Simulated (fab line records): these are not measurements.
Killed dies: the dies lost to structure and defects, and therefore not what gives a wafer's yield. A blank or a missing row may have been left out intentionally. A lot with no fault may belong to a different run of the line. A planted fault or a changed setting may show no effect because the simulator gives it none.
Split-lot study || flow n5_finfet || 7 lots, 21 wafers read, on a route of 1938 steps

## THE SPLIT
At N5_BEOL_M4_COAT_22 (resist thk 30 nm), the setting spin_rpm was moved away from the recipe's 1500 rpm on 4 of the 21 wafers read, by -9.3% to +3.3%. All remaining wafers had this setting at the recipe value.

## FROM THE SPLIT TO THE READING: what the file shows between them, 3 steps
- N5_BEOL_M4_EXPOSE_25: exposes mask V3, defocus 5 nm (also split here: dose_mj)
- N5_BEOL_M4_PEB_26: peb time 60 s
- N5_BEOL_M4_DEVELOP_27: develop time 30 s

## THE READING
CAR-EUV_of_BEOL_M4_COAT_22.thk_nm (the simulator's own value, which no gauge read), in nm, at N5_BEOL_M4_DESCUM_33 (chemistry O2, time 7 s). The file does not state a usual value for it. Average 26.0 nm, standard deviation 0.085 nm, over the 17 wafers here run with the recipe.

{"wafer": "L078.2", "tool, chamber at the split": "litho_track-01, 0", "spin_rpm as run, rpm": 1500, "against the recipe": "recipe", "CAR-EUV_of_BEOL_M4_COAT_22.thk_nm, nm": 26, "against lot-mates on the recipe": "-"}
{"wafer": "L078.3", "tool, chamber at the split": "litho_track-01, 0", "spin_rpm as run, rpm": 1500, "against the recipe": "recipe", "CAR-EUV_of_BEOL_M4_COAT_22.thk_nm, nm": 26, "against lot-mates on the recipe": "-"}
{"wafer": "L078.5", "tool, chamber at the split": "litho_track-01, 0", "spin_rpm as run, rpm": 1500, "against the recipe": "recipe", "CAR-EUV_of_BEOL_M4_COAT_22.thk_nm, nm": 26.2, "against lot-mates on the recipe": "-"}
{"wafer": "L077.1", "tool, chamber at the split": "litho_track-03, 0", "spin_rpm as run, rpm": 1500, "against the recipe": "recipe", "CAR-EUV_of_BEOL_M4_COAT_22.thk_nm, nm": 26, "against lot-mates on the recipe": "-"}
{"wafer": "L077.5", "tool, chamber at the split": "litho_track-03, 0", "spin_rpm as run, rpm": 1500, "against the recipe": "recipe", "CAR-EUV_of_BEOL_M4_COAT_22.thk_nm, nm": 26, "against lot-mates on the recipe": "-"}
{"wafer": "L077.3", "tool, chamber at the split": "litho_track-03, 0", "spin_rpm as run, rpm": 1500, "against the recipe": "recipe", "CAR-EUV_of_BEOL_M4_COAT_22.thk_nm, nm": 26.2, "against lot-mates on the recipe": "-"}
{"wafer": "L085.2", "tool, chamber at the split": "litho_track-02, 0", "spin_rpm as run, rpm": 1549, "against the recipe": "+3.3%", "CAR-EUV_of_BEOL_M4_COAT_22.thk_nm, nm": 25.4, "against lot-mates on the recipe": -0.6}
{"wafer": "L085.4", "tool, chamber at the split": "litho_track-02, 0", "spin_rpm as run, rpm": 1549, "against the recipe": "+3.3%", "CAR-EUV_of_BEOL_M4_COAT_22.thk_nm, nm": 25.6, "against lot-mates on the recipe": -0.4}
{"wafer": "L085.5", "tool, chamber at the split": "litho_track-02, 0", "spin_rpm as run, rpm": 1500, "against the recipe": "recipe", "CAR-EUV_of_BEOL_M4_COAT_22.thk_nm, nm": 26, "against lot-mates on the recipe": "-"}
{"wafer": "L086.1", "tool, chamber at the split": "litho_track-02, 0", "spin_rpm as run, rpm": 1406, "against the recipe": "-6.3%", "CAR-EUV_of_BEOL_M4_COAT_22.thk_nm, nm": 27, "against lot-mates on the recipe": "+1.0"}
{"wafer": "L086.3", "tool, chamber at the split": "litho_track-02, 0", "spin_rpm as run, rpm": 1500, "against the recipe": "recipe", "CAR-EUV_of_BEOL_M4_COAT_22.thk_nm, nm": 26, "against lot-mates on the recipe": "-"}
{"wafer": "L086.4", "tool, chamber at the split": "litho_track-02, 0", "spin_rpm as run, rpm": 1500, "against the recipe": "recipe", "CAR-EUV_of_BEOL_M4_COAT_22.thk_nm, nm": 26, "against lot-mates on the recipe": "-"}
{"wafer": "L091.2", "tool, chamber at the split": "litho_track-03, 0", "spin_rpm as run, rpm": 1360, "against the recipe": "-9.3%", "CAR-EUV_of_BEOL_M4_COAT_22.thk_nm, nm": 27.4, "against lot-mates on the recipe": "+1.4"}
{"wafer": "L091.4", "tool, chamber at the split": "litho_track-03, 0", "spin_rpm as run, rpm": 1500, "against the recipe": "recipe", "CAR-EUV_of_BEOL_M4_COAT_22.thk_nm, nm": 26, "against lot-mates on the recipe": "-"}
{"wafer": "L091.5", "tool, chamber at the split": "litho_track-03, 0", "spin_rpm as run, rpm": 1500, "against the recipe": "recipe", "CAR-EUV_of_BEOL_M4_COAT_22.thk_nm, nm": 26, "against lot-mates on the recipe": "-"}
{"wafer": "L089.2", "tool, chamber at the split": "litho_track-03, 0", "spin_rpm as run, rpm": 1500, "against the recipe": "recipe", "CAR-EUV_of_BEOL_M4_COAT_22.thk_nm, nm": 26, "against lot-mates on the recipe": "-"}
{"wafer": "L089.5", "tool, chamber at the split": "litho_track-03, 0", "spin_rpm as run, rpm": 1500, "against the recipe": "recipe", "CAR-EUV_of_BEOL_M4_COAT_22.thk_nm, nm": 26, "against lot-mates on the recipe": "-"}
{"wafer": "L089.3", "tool, chamber at the split": "litho_track-03, 0", "spin_rpm as run, rpm": 1500, "against the recipe": "recipe", "CAR-EUV_of_BEOL_M4_COAT_22.thk_nm, nm": 26.2, "against lot-mates on the recipe": "-"}
{"wafer": "L095.1", "tool, chamber at the split": "litho_track-02, 0", "spin_rpm as run, rpm": 1500, "against the recipe": "recipe", "CAR-EUV_of_BEOL_M4_COAT_22.thk_nm, nm": 26, "against lot-mates on the recipe": "-"}
{"wafer": "L095.6", "tool, chamber at the split": "litho_track-02, 0", "spin_rpm as run, rpm": 1500, "against the recipe": "recipe", "CAR-EUV_of_BEOL_M4_COAT_22.thk_nm, nm": 26, "against lot-mates on the recipe": "-"}
{"wafer": "L095.3", "tool, chamber at the split": "litho_track-02, 0", "spin_rpm as run, rpm": 1500, "against the recipe": "recipe", "CAR-EUV_of_BEOL_M4_COAT_22.thk_nm, nm": 26.2, "against lot-mates on the recipe": "-"}

THE FIT
A straight line over all 21 wafers: CAR-EUV_of_BEOL_M4_COAT_22.thk_nm changes by -0.151 nm for each +1% of spin_rpm; r = -0.98; the points scatter about the line by 0.089 nm.
The same after taking each lot's own level away (the mean of its wafers on the recipe; 21 wafers): -0.153 nm for each +1%; r = -0.98; scatter 0.082 nm.
On that fit, the largest move of spin_rpm shifts the reading by 1.4 nm.
The lots' own levels span 26.00 to 26.07 nm, that is 0.8 times the standard deviation above.
The two slopes are in agreement: the lot-to-lot level therefore moves the slope only a little.
Check: with one of the wafers moved furthest among these (-9.3%) left out of the fit, the line predicts +1.47 nm for it against its lot-mates. It came out at +1.4 nm against them.

## OTHER SPLITS ON THESE WAFERS
These wafers also went through other splits before the reading. Each is held against what the fit with the lots' levels taken away leaves over:
{"other split on the same wafers": "N5_MOL_CONTACT_COAG_EXPOSE_81 dose_mj", "wafers away from the commonest value": 7, "r with CAR-EUV_of_BEOL_M4_COAT_22.thk_nm (lot level and that fit taken away)": "+0.08"}
{"other split on the same wafers": "N5_MOL_CONTACT_COAG_CVD_140 target_thk_a", "wafers away from the commonest value": 10, "r with CAR-EUV_of_BEOL_M4_COAT_22.thk_nm (lot level and that fit taken away)": -0.07}
{"other split on the same wafers": "N5_BEOL_M0_SAQP_HM_DEP_02 target_thk_a", "wafers away from the commonest value": 7, "r with CAR-EUV_of_BEOL_M4_COAT_22.thk_nm (lot level and that fit taken away)": "+0.06"}
{"other split on the same wafers": "N5_BEOL_M0_SAQP_ETCH_88 source_w", "wafers away from the commonest value": 5, "r with CAR-EUV_of_BEOL_M4_COAT_22.thk_nm (lot level and that fit taken away)": "+0.14"}
{"other split on the same wafers": "N5_BEOL_M0_ETCH_138 source_w", "wafers away from the commonest value": 9, "r with CAR-EUV_of_BEOL_M4_COAT_22.thk_nm (lot level and that fit taken away)": "+0.00"}
{"other split on the same wafers": "N5_BEOL_M0_ETCH_128 source_w", "wafers away from the commonest value": 6, "r with CAR-EUV_of_BEOL_M4_COAT_22.thk_nm (lot level and that fit taken away)": "+0.33"}
{"other split on the same wafers": "N5_BEOL_M2_ETCH_69 bias_w", "wafers away from the commonest value": 7, "r with CAR-EUV_of_BEOL_M4_COAT_22.thk_nm (lot level and that fit taken away)": "+0.00"}
{"other split on the same wafers": "N5_BEOL_M3_COAT_62 spin_rpm", "wafers away from the commonest value": 8, "r with CAR-EUV_of_BEOL_M4_COAT_22.thk_nm (lot level and that fit taken away)": "+0.09"}
{"other split on the same wafers": "N5_BEOL_M4_EXPOSE_25 dose_mj", "wafers away from the commonest value": 7, "r with CAR-EUV_of_BEOL_M4_COAT_22.thk_nm (lot level and that fit taken away)": -0.28}

## THE WHOLE CHAIN: every reading that the file lists as answering this split, in the file's order
{"step": "N5_BEOL_M4_COAT_22", "what it does": "resist thk 30 nm", "reading": "CAR-EUV_of_BEOL_M4_COAT_22.thk_nm (the simulator's own value, which no gauge read)", "change (the file's fit)": "-0.162 nm for each +1% of the setting", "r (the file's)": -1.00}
{"step": "N5_BEOL_M4_DESCUM_33", "what it does": "chemistry O2, time 7 s", "reading": "CAR-EUV_of_BEOL_M4_COAT_22.thk_nm (the simulator's own value, which no gauge read)", "change (the file's fit)": "-0.153 nm for each +1% of the setting", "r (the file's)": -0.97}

## FILE'S OWN FIT
CAR-EUV_of_BEOL_M4_COAT_22.thk_nm changes by -0.153 nm for each +1% of spin_rpm, r = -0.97.
